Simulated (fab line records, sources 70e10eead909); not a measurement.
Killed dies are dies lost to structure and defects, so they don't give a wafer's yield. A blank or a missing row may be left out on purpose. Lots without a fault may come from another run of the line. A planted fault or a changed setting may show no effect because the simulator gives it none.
Chamber matching | flow nand_harc | NHARC_P_BONDPAD_CMP_32 on cmp-03: 4 sister chambers
The step polishes SiCN, target thk 200 nm. 8 wafers are shown with their chamber, then 12 later ones without.

WAFERS WITH THEIR CHAMBER
wafer  | chamber | motor_current_A (A)
L083.2 | 0       | 10.5
L084.6 | 3       | 13.0
L085.4 | 0       | 10.7
L085.5 | 1       | 11.2
L085.6 | 2       | 12.4
L087.2 | 1       | 11.4
L087.3 | 3       | 12.0
L087.6 | 2       | 12.7

WAFERS WITHOUT THEIR CHAMBER
wafer  | motor_current_A (A)
L088.1 | 12.7
L088.2 | 10.7
L088.3 | 11.6
L088.4 | 11.9
L088.5 | 12.2
L088.6 | 10.4
L093.2 | 10.5
L093.3 | 12.1
L093.4 | 11.0
L095.2 | 12.6
L095.4 | 10.7
L095.5 | 12.2

WHICH CHAMBER EACH WENT THROUGH
wafer  | from the rows above               | in truth
L088.1 | can't be placed: 2 or 3           | 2
L088.2 | can't be placed: 0 or 1           | 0
L088.3 | can't be placed: 1 or 3 or 2 or 0 | 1
L088.4 | can't be placed: 1 or 3 or 2 or 0 | 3
L088.5 | can't be placed: 3 or 2 or 1      | 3
L088.6 | can't be placed: 0 or 1           | 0
L093.2 | can't be placed: 0 or 1           | 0
L093.3 | can't be placed: 3 or 2 or 1      | 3
L093.4 | can't be placed: 1 or 0           | 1
L095.2 | can't be placed: 2 or 3           | 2
L095.4 | can't be placed: 0 or 1           | 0
L095.5 | can't be placed: 3 or 2 or 1      | 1
Placed correctly: 0 of 12. Can't be placed from these rows: 12 (the true chamber is among the candidates in 12). Placed wrongly: 0.
How it was worked out, from the rows above alone: a wafer's distance from a chamber is the root of the sum, over the readings, of the square of ((its reading less the chamber's mean) divided by the reading's scatter). The wafer belongs to the nearest chamber; if the next one is less than 2 further off, it can't be placed. A chamber's mean is the mean of its shown wafers. The scatter: the root of (the sum of the squares of (reading less its chamber's mean) over the shown wafers, divided by (wafers less chambers)).
